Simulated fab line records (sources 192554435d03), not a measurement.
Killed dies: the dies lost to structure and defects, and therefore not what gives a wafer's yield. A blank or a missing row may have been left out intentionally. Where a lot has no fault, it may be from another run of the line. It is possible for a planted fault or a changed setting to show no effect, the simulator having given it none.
Which of the tools did it? :: flow n5_finfet :: 8 lots with 24 wafers sampled at 5 steps, on a route of 1938 steps

## WHAT THE GAUGES SHOWED, per wafer
N5_BEOL_M4_RC_MEAS_101.
lot: L736
measured: day 10 05:23
on: prober-01
DIBL_N (mV/V): 33.9 35.8 33.8

lot: L737
measured: day 10 11:23
on: prober-01
DIBL_N (mV/V): 33.7 33.8 35.0

lot: L738
measured: day 9 17:16
on: prober-01
DIBL_N (mV/V): 37.6 35.8 35.0

lot: L746
measured: day 12 20:27
on: prober-01
DIBL_N (mV/V): 37.3 37.8 37.2

lot: L747
measured: day 12 23:00
on: prober-02
DIBL_N (mV/V): 33.5 38.4 35.4

lot: L748
measured: day 12 15:33
on: prober-01
DIBL_N (mV/V): 37.1 36.7 35.6

lot: L758
measured: day 15 18:29
on: prober-02
DIBL_N (mV/V): 35.4 34.7 40.7

lot: L759
measured: day 16 21:25
on: prober-01
DIBL_N (mV/V): 35.7 37.1 35.8

## EACH LOT AND THE TOOL THAT RAN IT (in order: tool; ch and the chambers of the sampled wafers; start)
lot: L736
N5_SDB_DESCUM_16: rie_diel-02 ch 0,1,3, day 3 18:15
N5_HKMG_FIN_HK_ANNEAL_02: rtp_anneal-02 ch 0, day 3 23:08
N5_HKMG_FIN_DESCUM_53: rie_diel-02 ch 1,2,3, day 4 00:12
N5_HKMG_FIN_ETCH_54: rie_diel-02 ch 1,2,3, day 4 00:14

lot: L737
N5_SDB_DESCUM_16: rie_diel-02 ch 2,3, day 4 02:46
N5_HKMG_FIN_HK_ANNEAL_02: rtp_anneal-02 ch 0, day 4 07:27
N5_HKMG_FIN_DESCUM_53: rie_diel-02 ch 0,2, day 4 08:58
N5_HKMG_FIN_ETCH_54: rie_diel-02 ch 0,2, day 4 09:00

lot: L738
N5_SDB_DESCUM_16: rie_diel-03 ch 0,3, day 4 10:21
N5_HKMG_FIN_HK_ANNEAL_02: rtp_anneal-01 ch 0, day 4 15:53
N5_HKMG_FIN_DESCUM_53: rie_diel-03 ch 0,1,3, day 4 16:41
N5_HKMG_FIN_ETCH_54: rie_diel-03 ch 0,1,3, day 4 16:44

lot: L746
N5_SDB_DESCUM_16: rie_diel-02 ch 1,2,3, day 6 08:43
N5_HKMG_FIN_HK_ANNEAL_02: rtp_anneal-02 ch 0, day 6 13:25
N5_HKMG_FIN_DESCUM_53: rie_diel-06 ch 2,3, day 6 14:14
N5_HKMG_FIN_ETCH_54: rie_diel-06 ch 2,3, day 6 14:16

lot: L747
N5_SDB_DESCUM_16: rie_diel-06 ch 1,2, day 6 16:09
N5_HKMG_FIN_HK_ANNEAL_02: rtp_anneal-02 ch 0, day 6 20:58
N5_HKMG_FIN_DESCUM_53: rie_diel-06 ch 1,2,3, day 6 21:47
N5_HKMG_FIN_ETCH_54: rie_diel-06 ch 1,2,3, day 6 21:50

lot: L748
N5_SDB_DESCUM_16: rie_diel-02 ch 0,2,3, day 6 19:22
N5_HKMG_FIN_HK_ANNEAL_02: rtp_anneal-01 ch 0, day 7 00:11
N5_HKMG_FIN_DESCUM_53: rie_diel-03 ch 0,1, day 7 01:01
N5_HKMG_FIN_ETCH_54: rie_diel-03 ch 0,1, day 7 01:02

lot: L758
N5_SDB_DESCUM_16: rie_diel-03 ch 0,1,3, day 9 05:43
N5_HKMG_FIN_HK_ANNEAL_02: rtp_anneal-01 ch 0, day 9 10:20
N5_HKMG_FIN_DESCUM_53: rie_diel-06 ch 0,1,3, day 9 11:11
N5_HKMG_FIN_ETCH_54: rie_diel-06 ch 0,1,3, day 9 11:13

lot: L759
N5_SDB_DESCUM_16: rie_diel-03 ch 2,3, day 9 10:43
N5_HKMG_FIN_HK_ANNEAL_02: rtp_anneal-02 ch 0, day 9 15:35
N5_HKMG_FIN_DESCUM_53: rie_diel-02 ch 1,2, day 9 16:16
N5_HKMG_FIN_ETCH_54: rie_diel-02 ch 1,2, day 9 16:17
- N5_SDB_DESCUM_16: chemistry O2, time 7.9 s.
- N5_HKMG_FIN_HK_ANNEAL_02: time 30 s.
- N5_HKMG_FIN_DESCUM_53: chemistry O2, time 7.9 s.
- N5_HKMG_FIN_ETCH_54: etches SiARC in CF4, target depth 45.5 nm, time 75.8 s.

## THE ANSWER, worked out from the rows above alone
Rule: the lots themselves supply what counts as usual. Put in order of their means at a reading, lots are off if they are a third of the lots or fewer, leave a main group of 4 or more, and stand apart from it by a gap of 3 or more times the standard deviation of the main group's means; of several such gaps the widest counts. Not used: any main group whose means are identical at the precision the tables above print for the reading. Also off: a lot with no number at a reading for which 4 or more lots have one. Any other lot the step has rows for is counted as sound.
No lot is off at any reading shown: from this, nothing can be told.

## WHAT THE SIMULATOR PUT IN
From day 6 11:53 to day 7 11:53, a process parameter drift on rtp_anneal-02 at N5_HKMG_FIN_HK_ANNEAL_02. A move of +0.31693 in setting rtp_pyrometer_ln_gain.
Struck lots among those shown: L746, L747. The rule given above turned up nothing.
